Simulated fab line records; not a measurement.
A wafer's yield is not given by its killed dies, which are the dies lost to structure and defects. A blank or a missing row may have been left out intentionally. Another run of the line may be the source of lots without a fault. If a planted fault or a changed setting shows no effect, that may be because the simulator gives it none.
Problem report, 8D (eight disciplines) form, completed by code	flow nand-harc	the parts of the form that need people (team, actions taken, sign-off) are left out

== 1. THE ISSUE ==
Mean of thk-nm at NHARC_A_ONON_D1_THK_MEAS_27: 1836 nm across 3 wafers in 3 lots; on wafers with no fault it is 1000 nm (standard deviation 10). That puts it +84 standard deviations away from the usual mean.
The step: measures by ellipsometry.
Earliest sighting: wafer L224.6 on film-metro-01 at day 9 01:27. The record holds 43 wafers of 15 lots with a number at this step. The rule behind "out" and "out of limits": a value lying over 4 standard deviations away from the usual mean. All remaining wafers that have a number are taken as sound.

== 2. WHAT IT IS, AND WHAT IT ISN'T ==
question	is	is not
which readings at this step	thk-nm	-
which lots	L224, L226, L227	L220, L221, L222, L232, L233, L234, L235, L237, L239, L241, L242, L243
which wafers of those lots	L224.6, L226.2, L227.2	L224.5, L226.3, L226.4, L227.5
read on which gauges	film-metro-01, film-metro-02	-
when	from day 9 01:27	up to then (10 sound wafers); but 30 sound wafers of L226, L227, L232, L233, L234, L235, L237, L239, L241, L242, L243 came after

== 3. THE SUSPECTS, EACH WITH WHAT RULES IT OUT ==
Counting: any tool at a process step up to the reading remains a suspect provided it ran every lot that is out. Sound lots after the first of them don't rule it out here, since some wafers of a struck lot are sound.
- the gauge at NHARC_A_ONON_D1_THK_MEAS_27 has been ruled out. The wafers that are out were read on 2 gauges (film-metro-01, film-metro-02).
- pecvd-onon-04 at NHARC_A_ONON_D1_DEP_25 (target thk 1000 nm): kept. It processed each lot that is out (first: L224, day 9 01:10); up to then, its last sound lot is L222 (day 8 10:20).
Remaining after the count: pecvd-onon-04 at NHARC_A_ONON_D1_DEP_25.

== 4. THE CAUSE (what the simulator had put in) ==
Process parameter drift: pecvd-onon-04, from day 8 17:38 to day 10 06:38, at NHARC_A_ONON_D1_DEP_25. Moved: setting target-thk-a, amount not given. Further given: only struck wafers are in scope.
After counting, this tool was the only one left.

== 5. THE CHAIN OF EFFECTS, in route order ==
One row per reading whose mean, taken over the struck wafers that have a number, lies over 3 standard deviations from the usual. Only readings for which the record gives a usual standard deviation are gone through. hours: the time from each lot's start at the first step in this table that gives one to its start at this step, as a median over the lots. sigmas: the change in usual standard deviations.
hours	step	reading	usual	on struck wafers	change	sigmas
0	NHARC_A_ONON_D1_THK_MEAS_27	thk-nm	1000 nm	1836	+836	+84
271	NHARC_END_SORT_01	killed-at-array	27	674	+647	+65
271	NHARC_END_SORT_01	killed-dies	31	677	+646	+65

== 6. WHAT WOULD HAVE CAUGHT IT SOONER ==
The first out-of-limits reading at a measuring or inspecting step in this record came at day 9 01:27, 8 hours after the fault's start at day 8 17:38.
An alarm limit of 4 standard deviations would not have fired on the tool readings at NHARC_A_ONON_D1_DEP_25 for which the record gives a usual standard deviation, since none of them was out on any struck wafer.
L226, L227, from the lots that are out (3), started NHARC_A_ONON_D1_DEP_25 on pecvd-onon-04 later than day 9 01:27. A hold on the tool at that time would have spared those 2.
